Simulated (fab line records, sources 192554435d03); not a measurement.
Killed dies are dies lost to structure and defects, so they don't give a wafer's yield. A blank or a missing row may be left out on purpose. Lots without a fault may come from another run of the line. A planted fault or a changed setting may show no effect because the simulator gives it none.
Chamber matching | flow n5_finfet | N5_HKMG_FIN_ALD_91 on ald_metal-04: 4 sister chambers
The step deposits TiN, target thk 1 nm, pulse time 1 s, purge time 3 s. 4 wafers are shown with their chamber, then 9 later ones without.

WAFERS WITH THEIR CHAMBER
wafer  | chamber | heater_power_w (W)
L081.6 | 2       | 889
L083.3 | 3       | 788
L083.4 | 1       | 857
L083.5 | 0       | 902

WAFERS WITHOUT THEIR CHAMBER
wafer  | heater_power_w (W)
L086.2 | 879
L086.3 | 891
L086.6 | 789
L093.1 | 754
L093.2 | 878
L093.5 | 924
L097.2 | 790
L097.4 | 880
L097.5 | 921

WHICH CHAMBER EACH WENT THROUGH
wafer  | from the rows above          | in truth
L086.2 | can't be placed: 2 or 1 or 0 | 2
L086.3 | can't be placed: 2 or 0 or 1 | 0
L086.6 | 3                            | 3
L093.1 | 3                            | 3
L093.2 | can't be placed: 2 or 1 or 0 | 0
L093.5 | can't be placed: 0 or 2      | 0
L097.2 | 3                            | 3
L097.4 | can't be placed: 2 or 0 or 1 | 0
L097.5 | can't be placed: 0 or 2      | 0
Placed correctly: 3 of 9. Can't be placed from these rows: 6 (the true chamber is among the candidates in 6). Placed wrongly: 0.
How it was worked out, from the rows above alone: a wafer's distance from a chamber is the root of the sum, over the readings, of the square of ((its reading less the chamber's mean) divided by the reading's scatter). The wafer belongs to the nearest chamber; if the next one is less than 2 further off, it can't be placed. A chamber's mean is the mean of its shown wafers. The scatter: with one shown wafer a chamber, the root of the mean of the squares of how far each hidden wafer lies from its nearest shown one.
